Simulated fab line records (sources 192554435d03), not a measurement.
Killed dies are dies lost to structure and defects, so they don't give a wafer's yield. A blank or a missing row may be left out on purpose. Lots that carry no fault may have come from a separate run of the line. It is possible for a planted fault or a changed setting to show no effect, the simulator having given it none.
Matching of chambers / flow n5-finfet / N5_SD_EPI_P_ETCH_47 on rie-diel-05 has 4 sister chambers
The step etches SiOCN in CH3F/O2, target depth 25 nm. 8 wafers are shown with their chamber, then 6 later ones without.

== WAFERS, EACH WITH ITS CHAMBER ==
wafer=L923.2; chamber=0; showerhead-plenum-p-Torr (Torr)=1.89; throttle-valve-pct (%)=16.35
wafer=L928.2; chamber=1; showerhead-plenum-p-Torr (Torr)=1.99; throttle-valve-pct (%)=16.51
wafer=L929.1; chamber=3; showerhead-plenum-p-Torr (Torr)=2.13; throttle-valve-pct (%)=16.06
wafer=L929.4; chamber=0; showerhead-plenum-p-Torr (Torr)=1.89; throttle-valve-pct (%)=16.36
wafer=L929.5; chamber=1; showerhead-plenum-p-Torr (Torr)=1.99; throttle-valve-pct (%)=16.52
wafer=L940.1; chamber=2; showerhead-plenum-p-Torr (Torr)=1.94; throttle-valve-pct (%)=16.36
wafer=L940.4; chamber=3; showerhead-plenum-p-Torr (Torr)=2.12; throttle-valve-pct (%)=16.10
wafer=L940.6; chamber=2; showerhead-plenum-p-Torr (Torr)=1.94; throttle-valve-pct (%)=16.37

== WAFERS MISSING THEIR CHAMBER ==
wafer=L942.1; showerhead-plenum-p-Torr (Torr)=2.12; throttle-valve-pct (%)=16.12
wafer=L942.5; showerhead-plenum-p-Torr (Torr)=1.88; throttle-valve-pct (%)=16.40
wafer=L942.6; showerhead-plenum-p-Torr (Torr)=2.12; throttle-valve-pct (%)=16.11
wafer=L943.3; showerhead-plenum-p-Torr (Torr)=1.94; throttle-valve-pct (%)=16.39
wafer=L943.5; showerhead-plenum-p-Torr (Torr)=1.88; throttle-valve-pct (%)=16.41
wafer=L943.6; showerhead-plenum-p-Torr (Torr)=2.12; throttle-valve-pct (%)=16.12

== WHICH CHAMBER EACH ONE RAN IN ==
wafer=L942.1; from the rows above=3; in truth=3
wafer=L942.5; from the rows above=0; in truth=0
wafer=L942.6; from the rows above=3; in truth=3
wafer=L943.3; from the rows above=2; in truth=2
wafer=L943.5; from the rows above=0; in truth=0
wafer=L943.6; from the rows above=3; in truth=3
6 of 6 placed correctly. From these rows, 0 cannot be placed. Wrongly placed: 0.
How it was worked out, from the rows above alone: a wafer's distance from a chamber is the root of the sum, over the readings, of the square of ((its reading less the chamber's mean) divided by the reading's scatter). If the next closest chamber is less than 2 further off than the closest, the wafer can't be placed; otherwise it belongs to the closest. For every chamber, the mean is computed from those of its wafers that are shown. The scatter: take each reading less its chamber's mean, square it, sum over the shown wafers, divide by the number of wafers less the number of chambers, and take the root.
